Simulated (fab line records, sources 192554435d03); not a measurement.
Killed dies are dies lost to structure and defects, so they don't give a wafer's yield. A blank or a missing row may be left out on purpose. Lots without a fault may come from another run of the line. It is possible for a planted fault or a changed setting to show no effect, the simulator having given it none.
Comparing a struck lot with a sound one || flow n5 finfet || 44 steps out of a route of 1938
Sound: these wafers, L591.1, L591.4, L591.5. Struck: wafer L608.3 (left out: L608.2, L608.5 of the same lot, which were not struck); the cause appears at the end.
For every step that has rows: the tool of each side, followed by ch and its chambers, followed by its first start. Under that, the readings that differ: sound wafers || struck wafers || difference of the means || sigmas: that difference in standard deviations of wafers without a fault.
alike: a reading whose means differ by less than 2 such deviations, as well as words and numbers matching on both sides. not compared: withheld readings; readings where some wafer has no value; bounds like >300 that might hide an equal value; numbers whose values overlap and for which the record gives no deviation.
Wherever a step has rows on one side only, a row that says differs or no value, or a row with sigmas, the two part there. When numbers do not overlap yet have no deviation, they are printed without sigmas and do not part them. Lack of a reading on every wafer of one side parts them only where that side has two or more wafers.

N5_BEOL_M5_ANNEAL_51: time 90 s.
  sound on rtp anneal-02 ch 0, day 9 15:47; struck on rtp anneal-02 ch 0, day 14 19:38
  alike: wafer_temp_C_max
then, 1 step without rows for these wafers: N5_BEOL_M5_CMP_52 (polishes, stops on SiCOH lowk, t overpolish 6.9 s, target thk 62 nm).
N5_BEOL_M5_THK_MEAS_53: measures by xrf.
  sound on film metro-01 at day 9 16:23; struck on film metro-01 at day 14 20:10
  alike: M5_THK
then, 3 steps without rows for these wafers: N5_BEOL_M5_PRE_CLEAN_77 (time 15 s); N5_BEOL_M5_CO_CAP_78 (material Co, precursor CCTBA/H2, target thk 2 nm, time 102.1 s); N5_BEOL_M5_PRE_CLEAN_55 (time 15 s).
N5_BEOL_M5_DEP_56: deposits SiCN from 3MS/NH3, target thk 8 nm, time 14 s.
  sound on pecvd-04 ch 0,1, day 9 16:35; struck on pecvd-03 ch 1, day 14 20:22
  alike: rf fwd power W, showerhead plenum p Torr, throttle valve pct
N5_BEOL_M5_RS_MEAS_57: the measuring method here is four-point-probe.
  sound on film metro-02 at day 9 16:40; struck on film metro-01 at day 14 20:26
  alike: M5_RS
N5_BEOL_M5_INSPECT_58: inspects for defects (darkfield).
  sound on defect inspect-01 at day 9 16:41; struck on defect inspect-01 at day 14 20:28
  alike: raw defect count
then, 2 steps without rows for these wafers: N5_BEOL_M6_ILD_DEP_00 (deposits SiCOH lowk from DEMS/porogen, target thk 179.75 nm, time 33.4 s); N5_BEOL_M6_CURE_74 (cures SiCOH lowk, time 240 s).
N5_BEOL_M6_THK_MEAS_01:
  sound on film metro-01 at day 9 17:19; struck on film metro-02 at day 14 21:33
  alike: M6_ILD_THK
N5_BEOL_M6_PECVD_70: deposits SiO2 from TEOS/O2, target thk 20 nm, time 22.7 s.
  sound on pecvd-03 ch 0,2, day 9 17:20; struck on pecvd-02 ch 0, day 14 21:35
{"reading": "heater power outer w (W)", "sound": "510 513 415", "struck": 682, "difference": "+203", "sigmas": "+3"}
{"reading": "heater power w (W)", "sound": "809 805 636", "struck": 1019, "difference": "+269", "sigmas": "+3"}
{"reading": "susceptor temp C (C)", "sound": "399.45 399.79 400.35", "struck": 429.35, "difference": "+29.49", "sigmas": "+99 or more"}
{"reading": "model.SiO2_of_BEOL_M6_PECVD_70.thk nm (nm)", "sound": "20 20.4 20.6", "struck": 16.2, "difference": -4.1, "sigmas": ""}
  alike: rf fwd power W, showerhead plenum p Torr, throttle valve pct
N5_BEOL_M6_HM_DEP_02: deposits TiN, target thk 20 nm.
  sound on pvd sputter-01 at day 9 19:16; struck on pvd sputter-02 at day 14 23:26
  alike: substrate temp c, throttle valve pct
then, 8 steps without rows for these wafers: N5_BEOL_M6_COAT_59 (time 60 s, resist thk 100 nm); N5_BEOL_M6_COAT_60 (time 60 s, resist thk 35 nm); N5_BEOL_M6_COAT_05 (resist thk 90 nm); N5_BEOL_M6_EBR_07; N5_BEOL_M6_SOFTBAKE_06 (time 60 s); N5_BEOL_M6_EXPOSE_08 (exposes mask M6); N5_BEOL_M6_PEB_09 (peb time 60 s); N5_BEOL_M6_DEVELOP_10 (develop time 30 s).
N5_BEOL_M6_CD_MEAS_11: the cd target is 38.5 nm.
  sound on cd sem-02 ch 0, day 9 19:39; struck on cd sem-02 ch 0, day 14 23:56
  alike: cd nm
N5_BEOL_M6_OVL_MEAS_12:
  sound on overlay-01 ch 0, day 9 19:41; struck on overlay-02 ch 0, day 14 23:58
  alike: M6_OVL
N5_BEOL_M6_INSPECT_13: inspects for defects (brightfield).
  sound on defect inspect-02 at day 9 19:42; struck on defect inspect-01 at day 14 23:59
  alike: raw defect count
then, 4 steps without rows for these wafers: N5_BEOL_M6_DESCUM_16 (chemistry O2, time 7.9 s); N5_BEOL_M6_ETCH_61 (etches SiARC in CF4, target depth 45.5 nm, time 75.8 s); N5_BEOL_M6_ETCH_62 (etches SOC in N2/H2, target depth 110 nm, overetch 22 nm, time 165 s); N5_BEOL_M6_STRIP_68 (strips in N2/H2).
N5_BEOL_M6_STRIP_67: strips in CF4.
  sound on rie diel-04 ch 0,1, day 9 20:18; struck on rie diel-05 ch 0, day 15 00:16
  alike: drypump motor current A, oes product au, rf vpp V, showerhead plenum p Torr, throttle valve pct
  not compared: rf hours counter h
N5_BEOL_M6_HM_OPEN_17: chemistry Cl2/BCl3, target TiN, target depth 20 nm, overetch 6 nm.
  sound on rie metal-01 ch 0,1, day 9 20:20; struck on rie metal-01 ch 0, day 15 00:19
{"reading": "oes_ar_750_au (a.u.)", "sound": "0.61 0.62 0.70", "struck": 0.87, "difference": "+0.23", "sigmas": "+2"}
{"reading": "oes product au (a.u.)", "sound": "0.54 0.55 0.59", "struck": 0.77, "difference": "+0.21", "sigmas": "+2"}
{"reading": "throttle valve pct (%)", "sound": "22.13 22.12 22.14", "struck": 21.69, "difference": -0.44, "sigmas": -3}
  alike: drypump motor current A, rf fwd power W
  not compared: rf hours counter h
then, 1 step without rows for these wafers: N5_BEOL_M6_STRIP_19 (strips in O2).
N5_BEOL_M6_CD_MEAS_18: pitch 80 nm, target cd 40 nm.
  sound on cd sem-02 at day 9 20:37; struck on cd sem-02 at day 15 00:29
  alike: cd nm
then, 9 steps without rows for these wafers: N5_BEOL_M6_COAT_63 (time 60 s, resist thk 60 nm); N5_BEOL_M6_COAT_64 (time 60 s, resist thk 12 nm); N5_BEOL_M6_COAT_71 (time 60 s, resist thk 5 nm); N5_BEOL_M6_COAT_22 (resist thk 30 nm); N5_BEOL_M6_EBR_24; N5_BEOL_M6_SOFTBAKE_23 (time 60 s); N5_BEOL_M6_EXPOSE_25 (exposes mask V5, target cd 40 nm); N5_BEOL_M6_PEB_26 (peb time 60 s); N5_BEOL_M6_DEVELOP_27 (develop time 30 s).
N5_BEOL_M6_HM_STRIP_39: strips TiN in peroxide tin strip, target depth 25 nm, time 158 s.
  sound on wet bench-03 ch 2,6,7, day 9 21:53; struck on wet bench-03 ch 3, day 15 01:26
{"reading": "model.SiO2_of_BEOL_M6_PECVD_70.thk nm (nm)", "sound": "20 20.2 20.6", "struck": 16, "difference": -4, "sigmas": ""}
N5_BEOL_M6_CMP_52: polishes, stops on SiCOH lowk, t overpolish 6.9 s, target thk 80 nm.
  sound on cmp-02 ch 1,3, day 10 00:52; struck on cmp-03 ch 3, day 15 05:23
{"reading": "barrier field endpoint s (s)", "sound": "28.9 29.3 30.4", "struck": 24.8, "difference": -4.7, "sigmas": -6}
{"reading": "motor current A (A)", "sound": "5.8 5.8 5.8", "struck": 7.0, "difference": "+1.2", "sigmas": "+2"}
  alike: head pressure psi
  not compared: pad life wafers

WHERE THEY PART
Earliest at N5_BEOL_M6_PECVD_70; latest, in this record, at N5_BEOL_M6_CMP_52.

WHY: whatever the simulator had introduced
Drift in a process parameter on pecvd-02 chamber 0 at N5_BEOL_M6_PECVD_70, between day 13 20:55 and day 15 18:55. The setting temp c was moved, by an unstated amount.
